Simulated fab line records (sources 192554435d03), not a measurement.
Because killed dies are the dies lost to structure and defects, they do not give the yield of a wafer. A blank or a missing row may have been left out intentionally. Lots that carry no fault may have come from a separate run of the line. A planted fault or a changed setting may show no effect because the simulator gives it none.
Chamber matching || flow n5_finfet || 3 sister chambers for N5_BEOL_M12_TRENCH_ETCH_34 on rie_diel-04
The step etches SiOC in C4F8/O2/Ar, target depth 318.95 nm, time 125.5 s. 16 wafers are shown with their chamber, then 7 later ones without.

WAFERS WITH THEIR CHAMBER
{"wafer": "L074.1", "chamber": 3, "throttle_valve_pct (%)": 23.93, "showerhead_plenum_p_Torr (Torr)": 3.25, "oes_product_au (a.u.)": 0.72}
{"wafer": "L074.2", "chamber": 0, "throttle_valve_pct (%)": 24.37, "showerhead_plenum_p_Torr (Torr)": 3.38, "oes_product_au (a.u.)": 0.95}
{"wafer": "L074.3", "chamber": 1, "throttle_valve_pct (%)": 24.12, "showerhead_plenum_p_Torr (Torr)": 3.36, "oes_product_au (a.u.)": 0.69}
{"wafer": "L082.2", "chamber": 0, "throttle_valve_pct (%)": 24.36, "showerhead_plenum_p_Torr (Torr)": 3.37, "oes_product_au (a.u.)": 0.92}
{"wafer": "L082.5", "chamber": 1, "throttle_valve_pct (%)": 24.13, "showerhead_plenum_p_Torr (Torr)": 3.35, "oes_product_au (a.u.)": 0.67}
{"wafer": "L082.6", "chamber": 0, "throttle_valve_pct (%)": 24.38, "showerhead_plenum_p_Torr (Torr)": 3.37, "oes_product_au (a.u.)": 0.90}
{"wafer": "L083.1", "chamber": 0, "throttle_valve_pct (%)": 24.39, "showerhead_plenum_p_Torr (Torr)": 3.37, "oes_product_au (a.u.)": 0.90}
{"wafer": "L083.3", "chamber": 3, "throttle_valve_pct (%)": 23.96, "showerhead_plenum_p_Torr (Torr)": 3.24, "oes_product_au (a.u.)": 0.70}
{"wafer": "L083.5", "chamber": 3, "throttle_valve_pct (%)": 23.97, "showerhead_plenum_p_Torr (Torr)": 3.24, "oes_product_au (a.u.)": 0.71}
{"wafer": "L085.3", "chamber": 3, "throttle_valve_pct (%)": 23.98, "showerhead_plenum_p_Torr (Torr)": 3.24, "oes_product_au (a.u.)": 0.70}
{"wafer": "L085.4", "chamber": 0, "throttle_valve_pct (%)": 24.40, "showerhead_plenum_p_Torr (Torr)": 3.36, "oes_product_au (a.u.)": 0.88}
{"wafer": "L085.5", "chamber": 0, "throttle_valve_pct (%)": 24.39, "showerhead_plenum_p_Torr (Torr)": 3.36, "oes_product_au (a.u.)": 0.89}
{"wafer": "L087.3", "chamber": 0, "throttle_valve_pct (%)": 24.42, "showerhead_plenum_p_Torr (Torr)": 3.36, "oes_product_au (a.u.)": 0.88}
{"wafer": "L087.5", "chamber": 3, "throttle_valve_pct (%)": 23.97, "showerhead_plenum_p_Torr (Torr)": 3.23, "oes_product_au (a.u.)": 0.69}
{"wafer": "L087.6", "chamber": 0, "throttle_valve_pct (%)": 24.40, "showerhead_plenum_p_Torr (Torr)": 3.36, "oes_product_au (a.u.)": 0.88}
{"wafer": "L088.1", "chamber": 0, "throttle_valve_pct (%)": 24.42, "showerhead_plenum_p_Torr (Torr)": 3.36, "oes_product_au (a.u.)": 0.89}

SIGNATURES (averages over the wafers above)
{"reading": "throttle_valve_pct", "chamber 0": 24.3922, "chamber 1": 24.1250, "chamber 3": 23.9620, "scatter within a chamber": 0.0194}
{"reading": "showerhead_plenum_p_Torr", "chamber 0": 3.3656, "chamber 1": 3.3550, "chamber 3": 3.2400, "scatter within a chamber": 0.00719}
{"reading": "oes_product_au", "chamber 0": 0.8989, "chamber 1": 0.6800, "chamber 3": 0.7040, "scatter within a chamber": 0.0196}
Rule: a wafer lies at a distance from a chamber equal to the root of the sum of squares, over the readings, of (its reading less the chamber's mean, divided by the reading's scatter). If the next closest chamber is less than 2 further off than the closest, the wafer can't be placed; otherwise it belongs to the closest. The scatter is the square root of a quotient: the sum, over the shown wafers, of each reading's squared deviation from its chamber's mean, divided by wafers minus chambers.

WAFERS WITHOUT THEIR CHAMBER
{"wafer": "L088.3", "throttle_valve_pct (%)": 23.84, "showerhead_plenum_p_Torr (Torr)": 3.35, "oes_product_au (a.u.)": 0.96}
{"wafer": "L088.4", "throttle_valve_pct (%)": 23.83, "showerhead_plenum_p_Torr (Torr)": 3.35, "oes_product_au (a.u.)": 0.96}
{"wafer": "L089.1", "throttle_valve_pct (%)": 23.99, "showerhead_plenum_p_Torr (Torr)": 3.23, "oes_product_au (a.u.)": 0.69}
{"wafer": "L089.3", "throttle_valve_pct (%)": 23.84, "showerhead_plenum_p_Torr (Torr)": 3.35, "oes_product_au (a.u.)": 0.94}
{"wafer": "L089.6", "throttle_valve_pct (%)": 23.84, "showerhead_plenum_p_Torr (Torr)": 3.35, "oes_product_au (a.u.)": 0.94}
{"wafer": "L090.3", "throttle_valve_pct (%)": 23.85, "showerhead_plenum_p_Torr (Torr)": 3.35, "oes_product_au (a.u.)": 0.93}
{"wafer": "L090.5", "throttle_valve_pct (%)": 23.86, "showerhead_plenum_p_Torr (Torr)": 3.35, "oes_product_au (a.u.)": 0.94}

WHICH CHAMBER EACH WENT THROUGH
{"wafer": "L088.3", "from the rows above": "can't be placed: 1 or 3", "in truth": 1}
{"wafer": "L088.4", "from the rows above": "can't be placed: 1 or 3", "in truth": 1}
{"wafer": "L089.1", "from the rows above": 3, "in truth": 3}
{"wafer": "L089.3", "from the rows above": "can't be placed: 1 or 3", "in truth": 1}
{"wafer": "L089.6", "from the rows above": "can't be placed: 1 or 3", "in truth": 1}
{"wafer": "L090.3", "from the rows above": "can't be placed: 1 or 3", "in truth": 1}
{"wafer": "L090.5", "from the rows above": "can't be placed: 1 or 3", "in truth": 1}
Correctly placed: 1 of 7. Cannot be placed on the basis of these rows: 6; the candidates contain the true chamber in 6. Placed wrongly: 0.
